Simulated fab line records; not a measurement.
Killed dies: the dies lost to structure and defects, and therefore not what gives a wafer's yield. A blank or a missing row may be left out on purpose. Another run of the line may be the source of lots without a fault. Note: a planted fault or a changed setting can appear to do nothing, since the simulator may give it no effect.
Chamber matching / flow n5-finfet / N5_BEOL_M5_ETCH_62 on rie-diel-04: 4 sister chambers
The step etches SOC in N2/H2, target depth 75 nm, overetch 15 nm, time 112.5 s. 8 wafers are shown with their chamber, then 7 later ones without.

WAFERS, EACH WITH ITS CHAMBER
wafer=L239.1; chamber=2; drypump-motor-current-A (A)=5.0; showerhead-plenum-p-Torr (Torr)=2.43
wafer=L239.3; chamber=1; drypump-motor-current-A (A)=5.0; showerhead-plenum-p-Torr (Torr)=2.49
wafer=L242.5; chamber=2; drypump-motor-current-A (A)=5.0; showerhead-plenum-p-Torr (Torr)=2.43
wafer=L245.1; chamber=0; drypump-motor-current-A (A)=6.3; showerhead-plenum-p-Torr (Torr)=2.48
wafer=L245.4; chamber=3; drypump-motor-current-A (A)=5.4; showerhead-plenum-p-Torr (Torr)=2.71
wafer=L245.5; chamber=1; drypump-motor-current-A (A)=5.1; showerhead-plenum-p-Torr (Torr)=2.48
wafer=L248.2; chamber=0; drypump-motor-current-A (A)=6.3; showerhead-plenum-p-Torr (Torr)=2.48
wafer=L248.3; chamber=3; drypump-motor-current-A (A)=5.4; showerhead-plenum-p-Torr (Torr)=2.70

WAFERS MISSING THEIR CHAMBER
wafer=L248.6; drypump-motor-current-A (A)=6.3; showerhead-plenum-p-Torr (Torr)=2.48
wafer=L258.3; drypump-motor-current-A (A)=5.4; showerhead-plenum-p-Torr (Torr)=2.69
wafer=L258.4; drypump-motor-current-A (A)=5.1; showerhead-plenum-p-Torr (Torr)=2.47
wafer=L258.5; drypump-motor-current-A (A)=5.4; showerhead-plenum-p-Torr (Torr)=2.69
wafer=L257.3; drypump-motor-current-A (A)=6.3; showerhead-plenum-p-Torr (Torr)=2.47
wafer=L257.5; drypump-motor-current-A (A)=5.0; showerhead-plenum-p-Torr (Torr)=2.47
wafer=L257.6; drypump-motor-current-A (A)=5.4; showerhead-plenum-p-Torr (Torr)=2.69

CHAMBER TAKEN BY EACH
wafer=L248.6; from the rows above=0; in truth=0
wafer=L258.3; from the rows above=3; in truth=3
wafer=L258.4; from the rows above=1; in truth=1
wafer=L258.5; from the rows above=3; in truth=3
wafer=L257.3; from the rows above=0; in truth=0
wafer=L257.5; from the rows above=1; in truth=1
wafer=L257.6; from the rows above=3; in truth=3
7 of 7 placed correctly. From these rows, 0 cannot be placed. Number placed wrongly: 0.
How it was worked out, from the rows above alone: a wafer's distance from a chamber is the root of the sum, over the readings, of the square of ((its reading less the chamber's mean) divided by the reading's scatter). If the next closest chamber is less than 2 further off than the closest, the wafer can't be placed; otherwise it belongs to the closest. The mean given for a chamber averages the wafers shown for that chamber. The scatter is the square root of a quotient: the sum, over the shown wafers, of each reading's squared deviation from its chamber's mean, divided by wafers minus chambers.
